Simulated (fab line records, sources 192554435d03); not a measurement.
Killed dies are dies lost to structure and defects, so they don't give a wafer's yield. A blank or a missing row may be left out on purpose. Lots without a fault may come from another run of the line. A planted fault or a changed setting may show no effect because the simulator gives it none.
fab line records | flow n5_finfet
record lots=10 wafers=28 last_day=17
route steps=1938 shown DUMMY_GATE@233 BEOL_M4@1111
lots that met no fault: from a run of the same line without faults
start_h: hours from the record's first day to the start of the lot's first wafer shown | wait_h: hours since the lot's step before | " the same as in the row above | L1.1+2: a row that stands for several wafers | - no value, or no start given | * or withheld: withheld | < > ~ a bound
route shown NAME@n: a module of which the file shows steps, and the number in the route of the first | usual: mean/standard deviation of fault-free wafers | same: alike in all rows | chamber/n: place in a boat | sites: the reading at each site | _std_site: their standard deviation | _edge_site: outer sites' mean less inner sites' | radius_mm: how far each site lies from the wafer's centre | mask NAME#n: copy n | behind: the tool/chamber that last shaped the wafer | hold: why the lot was held/for how many hours/how that ended | device: the transistor (n, p or np) that didn't switch | end of line: the same wafers' tests at the end of the route | a step without rows: its recipe alone | killed: dies lost to structure and defects at the first sort, not the wafer's yield | map: a wafer's dies, x killed, . not, _ none there
set.NAME: the setting as run; set.NAME@STEP: as run at that earlier step | model.NAME: the simulator's own value behind a step, which no gauge read
steps of the route over a sample of lots; a table a step, a row a wafer
services: from which hour (start_h, from the record's first day; less than 0 if before it) a tool's chamber was out of use, for how many hours, and why
## steps
# step N5_DUMMY_GATE_INSPECT_17
# recipe mode=adi inspect_instrument=brightfield
# usual raw_defect_count=188/46
# columns lot.wafer tool chamber start_h wait_h raw_defect_count
L842.1 defect_inspect-01 - 63.75 0.1 141
L842.3 " - " " 254
L842.5 " - " " 150
L843.1 defect_inspect-01 - 69.45 0.1 228
L843.5 " - " " 194
L843.6 " - " " 268
L845.2 defect_inspect-01 - 85.48 0.0 224
L845.3 " - " " 219
L845.6 " - " " 219
L849.1 defect_inspect-02 - 112.78 0.1 164
L849.5 " - " " 136
L849.6 " - " " 197
L850.2 defect_inspect-02 - 116.15 0.0 145
L850.3 " - " " 154
L850.4 " - " " 138
L855.1 defect_inspect-01 - 141.90 0.1 149
L855.5 " - " " 227
L855.6 " - " " 263
L856.3 defect_inspect-01 - 147.86 0.0 210
L856.4 " - " " 172
L858.3 defect_inspect-02 - 160.62 0.0 177
L858.5 " - " " 122
L860.1 defect_inspect-01 - 173.82 0.1 161
L860.2 " - " " 188
L860.4 " - " " 292
L862.1 defect_inspect-02 - 187.80 0.1 209
L862.2 " - " " 326
L862.6 " - " " 248
# step N5_DUMMY_GATE_CD_MEAS_50
# recipe target_cd_nm=14
# usual cd_nm=14.0/0.33
# columns lot.wafer tool chamber start_h wait_h cd_nm
L842.1 cd_sem-02 - 64.88 0.0 13.7
L842.3 " - " " 13.8
L842.5 " - " " 13.7
L843.1 cd_sem-03 - 69.87 0.0 13.8
L843.5 " - " " 14.0
L843.6 " - " " 14.0
L845.2 cd_sem-01 - 86.14 0.1 14.2
L845.3 " - " " 13.9
L845.6 " - " " 14.2
L849.1 cd_sem-02 - 113.19 0.0 13.7
L849.5 " - " " 14.0
L849.6 " - " " 13.8
L850.2 cd_sem-03 - 116.56 0.0 14.1
L850.3 " - " " 13.9
L850.4 " - " " 13.7
L855.1 cd_sem-03 - 142.94 0.0 14.3
L855.5 " - " " 13.6
L855.6 " - " " 13.9
L856.3 cd_sem-02 - 148.31 0.0 13.6
L856.4 " - " " 14.0
L858.3 cd_sem-03 - 161.03 0.0 14.0
L858.5 " - " " 13.6
L860.1 cd_sem-01 - 174.23 0.0 14.1
L860.2 " - " " 13.7
L860.4 " - " " 14.2
L862.1 cd_sem-03 - 188.44 0.0 13.9
L862.2 " - " " 14.5
L862.6 " - " " 14.1
# step N5_DUMMY_GATE_ETCH_31
# recipe chemistry=C4F6/O2 target=SiO2 mask_material=SOC target_depth_a=825 time_s=27.5 ion_energy_ev=250 pressure_mtorr=30 source_w=345 bias_w=185 Ar_flow_sccm=300 C4F6_flow_sccm=10 O2_flow_sccm=10
# usual drypump_motor_current_A=5.8/0.46 mfc_ar_sccm=300.0/0.84 oes_ar_750_au=0.744/0.028 oes_f_703_au=0.747/0.029 oes_product_au=0.740/0.029 rf_vpp_V=666/6.8 showerhead_plenum_p_Torr=2.84/0.094 throttle_valve_pct=21.19/0.18
# columns lot.wafer tool chamber start_h wait_h drypump_motor_current_A mfc_ar_sccm oes_ar_750_au oes_f_703_au oes_product_au rf_hours_counter_h rf_vpp_V showerhead_plenum_p_Torr throttle_valve_pct
L842.1 rie_diel-03 2 64.96 0.1 5.3 302.1 0.752 0.749 0.749 158 662 2.84 20.87
L842.3 " 3 " " 5.3 300.5 0.762 0.765 0.762 137 664 2.74 21.33
L842.5 " 2 " " 5.3 301.1 0.750 0.748 0.757 - 660 2.84 20.88
L843.1 rie_diel-03 3 69.92 0.0 5.3 301.0 0.761 0.766 0.754 140 663 2.74 21.31
L843.5 " 3 " " 5.3 299.7 0.765 0.772 0.759 - 663 2.74 21.32
L843.6 " 2 " " 5.3 298.6 0.747 0.751 0.752 - 661 2.84 20.89
L845.2 rie_diel-04 1 86.56 0.4 6.0 300.9 0.759 0.772 0.746 131 661 2.96 21.17
L845.3 " 0 " " 6.3 299.2 0.740 0.744 0.752 189 675 2.73 21.55
L845.6 " 2 " " 5.4 301.7 0.782 0.784 0.782 - 657 2.85 21.10
L849.1 rie_diel-02 1 113.24 0.0 6.2 300.7 0.773 0.775 0.768 129 662 2.75 21.05
L849.5 " 3 " " 6.7 299.6 0.671 0.668 0.668 - 675 2.93 21.31
L849.6 " 0 " " 5.1 298.7 0.824 0.804 0.818 - 678 3.00 21.07
L850.2 rie_diel-03 3 116.61 0.0 5.3 300.7 0.754 0.750 0.740 154 663 2.74 21.34
L850.3 " 0 " " 5.9 298.8 0.707 0.694 0.705 217 667 2.72 21.34
L850.4 " 2 " " 5.3 300.0 0.734 0.735 0.742 177 660 2.83 20.91
L855.1 rie_diel-04 3 143.02 0.1 6.0 300.5 0.733 0.749 0.720 167 677 2.97 21.20
L855.5 " 1 " " 6.1 299.8 0.749 0.754 0.725 - 659 2.96 21.18
L855.6 " 2 " " 5.4 300.7 0.764 0.776 0.758 - 656 2.85 21.12
L856.3 rie_diel-03 1 148.35 0.0 6.5 300.0 0.724 0.738 0.724 173 664 2.82 21.17
L856.4 " 3 " " 5.3 298.9 0.745 0.741 0.728 164 663 2.73 21.36
L858.3 rie_diel-02 1 161.08 0.0 6.2 301.2 0.768 0.760 0.758 141 660 2.75 21.06
L858.5 " 2 " " 6.1 300.1 0.745 0.741 0.737 - 664 2.83 20.94
L860.1 rie_diel-03 3 174.28 0.0 5.3 300.0 0.738 0.735 0.724 172 664 2.73 21.37
L860.2 " 1 " " 6.5 301.8 0.726 0.728 0.725 179 662 2.81 21.18
L860.4 " 2 " " 5.3 299.6 0.725 0.727 0.721 192 661 2.82 20.94
L862.1 rie_diel-04 2 188.61 0.2 5.4 299.3 0.757 0.761 0.757 153 657 2.84 21.15
L862.2 " 1 " " 6.0 300.7 0.732 0.758 0.724 162 660 2.95 21.22
L862.6 " 0 " " 6.4 299.7 0.720 0.721 0.715 - 675 2.72 21.57
# step N5_DUMMY_GATE_ETCH_23
# recipe chemistry=HBr/Cl2/O2 HBr_flow_sccm=150 Cl2_flow_sccm=80 O2_flow_sccm=12 bias_w=102 target_depth_a=410 time_s=22.3 target=poly-Si mask_material=SiO2 pressure_mtorr=10 icp_w=800
# usual HBr_flow_sccm=149.9/0.48 drypump_motor_current_A=5.8/0.55 oes_product_au=0.994/0.011 throttle_valve_pct=37.24/0.27
# columns lot.wafer tool chamber start_h wait_h HBr_flow_sccm drypump_motor_current_A oes_product_au rf_hours_counter_h throttle_valve_pct
L842.1 rie_si-06 0 65.24 0.0 150.1 6.2 1.018 83 37.27
L842.3 " 1 " " 149.9 6.7 0.985 22 37.36
L842.5 " 1 " " 150.4 6.7 0.985 - 37.39
L843.1 rie_si-06 1 70.19 0.0 150.3 6.7 0.983 22 37.37
L843.5 " 1 " " 150.4 6.7 0.978 - 37.37
L843.6 " 0 " " 149.9 6.2 1.006 - 37.24
L845.2 rie_si-01 0 86.84 0.0 150.2 5.6 0.996 137 36.95
L845.3 " 2 " " 150.5 6.0 0.984 55 37.42
L845.6 " 0 " " 150.9 5.6 0.988 - 36.95
L849.1 rie_si-01 1 113.51 0.0 150.3 5.5 1.003 0 36.29
L849.5 " 1 " " 150.4 5.5 0.987 - 36.29
L849.6 " 2 " " 150.2 6.0 0.987 - 37.43
L850.2 rie_si-01 3 116.88 0.0 149.9 5.7 0.991 29 37.45
L850.3 " 0 " " 149.9 5.6 0.988 138 36.94
L850.4 " 1 " " 150.7 5.5 1.003 0 36.29
L855.1 rie_si-04 1 143.29 0.0 149.0 5.1 1.003 193 36.96
L855.5 " 2 " " 149.6 5.8 1.009 - 37.35
L855.6 " 0 " " 150.6 5.6 0.997 - 37.32
L856.3 rie_si-04 2 148.63 0.0 150.0 5.8 0.795 3 37.35
L856.4 " 3 " " 149.5 4.9 0.977 54 37.61
L858.3 rie_si-04 1 161.36 0.0 149.6 5.1 0.788 193 36.94
L858.5 " 2 " " 149.9 5.8 0.799 - 37.35
L860.1 rie_si-01 3 174.56 0.0 150.3 5.7 0.995 30 37.44
L860.2 " 1 " " 150.5 5.5 1.003 1 36.29
L860.4 " 0 " " 150.4 5.6 0.990 139 36.94
L862.1 rie_si-06 0 188.89 0.0 150.3 6.3 0.985 85 37.27
L862.2 " 2 " " 149.6 6.2 0.988 12 37.10
L862.6 " 0 " " 149.9 6.3 1.000 - 37.26
# step N5_BEOL_M4_RC_MEAS_101
# usual DIBL_N=35.8/1.6 DIBL_P=36.0/2.1 IOFF_N=0.153/0.026 IOFF_P=0.21/0.037 ION_N=673/11 ION_P=462/7.6 SS_N=71.4/0.53 SS_P=73.2/0.67 VT_N=250/3.2 VT_P=-250/3.7
# columns lot.wafer tool chamber start_h wait_h DIBL_N[mV/V] DIBL_P[mV/V] IOFF_N[nA/um] IOFF_P[nA/um] ION_N[uA/um] ION_P[uA/um] SS_N[mV/dec] SS_P[mV/dec] VT_N[mV] VT_P[mV]
L842.1 prober-02 0 192.23 0.0 38.4 37.5 0.175 0.22 679 461 72.8 73.6 251 -251
L842.3 " 0 " " 39.5 39.5 0.193 0.27 685 473 72.2 74.4 250 -249
L842.5 " 0 " " 36.4 35.9 0.144 0.20 678 464 70.8 73.0 251 -253
L843.1 prober-01 0 198.14 0.0 37.5 36.1 0.193 0.24 691 468 71.4 73.7 245 -246
L843.5 " 0 " " 37.4 36.3 0.183 0.25 685 471 70.9 73.9 246 -243
L843.6 " 0 " " 36.8 35.5 0.180 0.24 697 476 70.6 72.9 245 -243
L845.2 prober-02 0 207.61 0.2 37.0 38.7 0.192 0.25 690 467 71.4 73.6 248 -247
L845.3 " 0 " " 35.2 35.6 0.153 0.20 680 464 71.2 73.2 250 -253
L845.6 " 0 " " 35.6 36.5 0.159 0.21 670 463 71.8 72.8 252 -250
L849.1 prober-01 0 240.45 0.0 36.1 38.3 0.179 0.27 676 469 71.6 74.0 250 -243
L849.5 " 0 " " 35.8 37.3 0.177 0.27 675 474 71.6 74.0 247 -244
L849.6 " 0 " " 35.7 36.3 0.165 0.23 670 467 71.9 72.8 248 -248
L850.2 prober-01 0 245.42 0.2 35.2 36.0 0.160 0.18 670 455 71.9 73.3 251 -252
L850.3 " 0 " " 37.1 39.2 0.186 0.24 670 452 71.4 74.0 246 -250
L850.4 " 0 " " 36.0 37.5 0.160 0.22 675 460 71.9 73.7 249 -251
L855.1 prober-02 0 269.28 0.0 35.6 34.1 0.139 0.19 669 461 71.6 73.0 252 -252
L855.5 " 0 " " 37.7 36.3 0.164 0.22 667 461 71.1 73.8 252 -251
L855.6 " 0 " " 36.3 34.5 0.134 0.19 669 459 71.4 73.2 251 -249
L856.3 prober-01 0 276.20 0.3 34.9 35.6 0.146 0.19 670 457 71.3 72.8 249 -250
L856.4 " 0 " " 32.1 32.4 0.097 0.14 646 445 70.9 72.8 257 -258
L858.3 prober-01 0 289.61 0.3 36.4 36.5 0.157 0.20 668 459 71.3 73.6 253 -252
L858.5 " 0 " " 37.3 36.8 0.172 0.21 679 464 72.2 73.3 250 -249
L860.1 prober-02 0 302.40 0.0 37.5 38.2 0.156 0.21 668 458 71.6 73.6 251 -251
L860.2 " 0 " " 38.3 39.0 0.157 0.24 672 469 71.8 74.3 252 -250
L860.4 " 0 " " 38.3 38.8 0.167 0.22 674 458 71.5 73.8 248 -249
L862.1 prober-01 0 306.13 0.0 38.3 36.3 0.182 0.21 675 454 71.5 73.9 248 -251
L862.2 " 0 " " 34.6 32.5 0.124 0.17 668 456 71.3 72.6 254 -253
L862.6 " 0 " " 35.0 33.8 0.136 0.18 665 461 71.1 73.1 249 -253
## services
# columns tool chamber start_h hours kind
rie_diel-02 - 53.02 14.6 pm
rie_diel-03 1 57.34 23.6 repair
rie_diel-04 3 60.92 12.0 repair
rie_si-01 2 65.56 10.3 repair
rie_si-04 2 67.54 8.4 repair
rie_diel-02 2 69.71 3.8 repair
rie_diel-02 1 71.07 1.3 repair
rie_si-01 1 80.60 - clean
rie_si-01 1 80.60 - consumable_replace:esc
rie_si-01 1 80.60 22.7 scheduled_down
rie_si-01 1 80.60 22.7 vent_cycle
rie_diel-02 - 104.66 0.8 repair
rie_si-01 - 108.68 2.8 pm
rie_si-06 - 117.12 2.8 pm
rie_diel-04 - 117.44 2.2 repair
rie_si-01 0 119.04 8.5 repair
rie_diel-03 2 119.39 6.6 repair
rie_diel-02 - 126.83 2.8 pm
rie_si-04 3 136.60 6.8 repair
rie_si-06 - 152.44 0.1 repair
rie_si-04 1 161.50 - clean
rie_si-04 1 161.50 28.3 scheduled_down
rie_si-04 - 165.98 2.8 pm
rie_si-06 3 174.94 22.7 repair
## key
first_sign step=N5_DUMMY_GATE_ETCH_23 reading=oes_product_au direction=down sigmas=18 usual=0.994 struck=0.794
effect none on later readings
met_at N5_DUMMY_GATE_ETCH_23
struck_lots L856,L858
struck_wafers L856.3,L858.3,L858.5
not_acting_at N5_DUMMY_GATE_INSPECT_17,N5_DUMMY_GATE_CD_MEAS_50,N5_DUMMY_GATE_ETCH_31
onset_between 143.29 148.63
fault kind=process_parameter_drift tool=rie_si-04 chamber=- onset_h=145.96 steps=N5_DUMMY_GATE_ETCH_23 channel=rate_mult offset=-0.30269 shape=step end_h=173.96 scope=struck_wafers_only
